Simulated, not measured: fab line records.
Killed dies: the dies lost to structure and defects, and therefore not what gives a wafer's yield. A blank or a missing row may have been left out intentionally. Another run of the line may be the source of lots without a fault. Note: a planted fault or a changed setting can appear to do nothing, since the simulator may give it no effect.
Tool commonality check	flow n5-finfet	Sample size 9 lots and 27 wafers

WHY THIS WAS OPENED
2 of 9 lots carry a flag on the reading VD_OVL at N5_MOL_CONTACT_COAG_OVL_MEAS_41. Fault-free wafers read -0.2 nm, with a standard deviation of 0.54.
Rule: a lot is flagged in two cases, either no wafer of it has a number, or all its wafers with numbers fall more than 4 standard deviations from that mean. The other lots count as sound.

lot	measured	on	VD_OVL (nm), wafer by wafer	flag
L846	day 5 23:11	overlay-01	-0.7 0.1 0.3	
L847	day 6 05:47	overlay-01	0.0 0.9 0.5	
L848	day 6 18:09	overlay-01	0.6 -0.3 0.1	
L849	day 6 18:23	overlay-02	-0.6 -0.5 -0.7	
L850	day 6 23:41	overlay-02	0.2 0.6 0.7	
L853	day 7 19:01	overlay-02	-0.2 0.3 -0.6	
L859	day 9 13:08	overlay-01	12.2 11.5 12.3	FLAGGED
L862	day 9 20:56	overlay-01	11.7 12.6 12.3	FLAGGED
L865	day 10 18:22	overlay-02	0.2 0.5 -0.1	
Average over the flagged lots: 12.1 nm; offset from the usual +12.3 nm, equal to +23 standard deviations.

WHICH TOOL RAN EACH LOT
3 process steps preceding the reading are held in the record, out of 1938 steps in the route. Each cell gives the tool, then ch followed by the chambers the sampled wafers passed through, then the start.
lot	flag	N5_MOL_CONTACT_COAG_ETCH_89	N5_MOL_CONTACT_COAG_STRIP_119	N5_MOL_CONTACT_COAG_EXPOSE_37
L846		rie-diel-01 ch 0,2, day 5 22:04	plasma-asher-01 ch 0,1, day 5 22:42	euv-scanner-02 ch 0, day 5 23:01
L847		rie-diel-06 ch 1,2,3, day 6 04:40	plasma-asher-01 ch 0,1, day 6 05:18	euv-scanner-02 ch 0, day 6 05:37
L848		rie-diel-06 ch 0,1,2, day 6 16:52	plasma-asher-02 ch 0,1, day 6 17:32	euv-scanner-01 ch 0, day 6 17:58
L849		rie-diel-04 ch 0,1,3, day 6 17:08	plasma-asher-02 ch 0,1, day 6 17:45	euv-scanner-02 ch 0, day 6 18:13
L850		rie-diel-04 ch 0,3, day 6 22:34	plasma-asher-02 ch 0,1, day 6 23:11	euv-scanner-02 ch 0, day 6 23:31
L853		rie-diel-04 ch 0,1,2, day 7 17:29	plasma-asher-02 ch 0,1, day 7 18:23	euv-scanner-02 ch 0, day 7 18:50
L859	FLAGGED	rie-diel-01 ch 0,2,3, day 9 11:50	plasma-asher-01 ch 0,1, day 9 12:38	euv-scanner-02 ch 0, day 9 12:57
L862	FLAGGED	rie-diel-06 ch 1,2,3, day 9 19:42	plasma-asher-01 ch 0,1, day 9 20:19	euv-scanner-02 ch 0, day 9 20:46
L865		rie-diel-04 ch 0,1,2, day 10 17:07	plasma-asher-02 ch 0,1, day 10 17:44	euv-scanner-01 ch 0, day 10 18:11
What the steps here do:
- N5_MOL_CONTACT_COAG_ETCH_89: etches underlayer in N2/H2, target depth 13 nm, time 10.4 s.
- N5_MOL_CONTACT_COAG_STRIP_119: strips in N2/H2, time 30 s.
- N5_MOL_CONTACT_COAG_EXPOSE_37: exposes mask VD, defocus 0 nm.
- N5_MOL_CONTACT_COAG_OVL_MEAS_41

FLAGGED OVER TOTAL, TOOL BY TOOL (the gauges that took the reading come last)
step	tool	lots run	flagged	share of the flagged lots	sound lots run after its first flagged lot
N5_MOL_CONTACT_COAG_ETCH_89	rie-diel-01	2	1	some	0
N5_MOL_CONTACT_COAG_ETCH_89	rie-diel-04	4	0	none	-
N5_MOL_CONTACT_COAG_ETCH_89	rie-diel-06	3	1	some	0
N5_MOL_CONTACT_COAG_STRIP_119	plasma-asher-01	4	2	all	0
N5_MOL_CONTACT_COAG_STRIP_119	plasma-asher-02	5	0	none	-
N5_MOL_CONTACT_COAG_EXPOSE_37	euv-scanner-01	2	0	none	-
N5_MOL_CONTACT_COAG_EXPOSE_37	euv-scanner-02	7	2	all	0
N5_MOL_CONTACT_COAG_OVL_MEAS_41	overlay-01	5	2	all	0
N5_MOL_CONTACT_COAG_OVL_MEAS_41	overlay-02	4	0	none	-

WHAT IS ALLOWED BY THE TABLE
Rows of the table that ran every flagged lot, 3 in all: plasma-asher-01 at N5_MOL_CONTACT_COAG_STRIP_119, euv-scanner-02 at N5_MOL_CONTACT_COAG_EXPOSE_37, overlay-01 at N5_MOL_CONTACT_COAG_OVL_MEAS_41.
- plasma-asher-01 at N5_MOL_CONTACT_COAG_STRIP_119 ran 4 lots, 2 of them flagged. A fault beginning between L847 (day 6 05:18), its last sound lot, and L859 (day 9 12:38), its first flagged one, fits the data.
- euv-scanner-02 at N5_MOL_CONTACT_COAG_EXPOSE_37 ran 7 lots, 2 of them flagged. A fault beginning between L853 (day 7 18:50), its last sound lot, and L859 (day 9 12:57), its first flagged one, fits the data.
- overlay-01 at N5_MOL_CONTACT_COAG_OVL_MEAS_41 ran 5 lots, 2 of them flagged. A fault beginning between L848 (day 6 18:09), its last sound lot, and L859 (day 9 13:08), its first flagged one, fits the data.
A lot count leaves these 3 tools indistinguishable: every one of them fits a fault beginning at some hour. More lots, or a look at what each step does to the wafer, might.

WHAT HAD BEEN PUT IN BY THE SIMULATOR
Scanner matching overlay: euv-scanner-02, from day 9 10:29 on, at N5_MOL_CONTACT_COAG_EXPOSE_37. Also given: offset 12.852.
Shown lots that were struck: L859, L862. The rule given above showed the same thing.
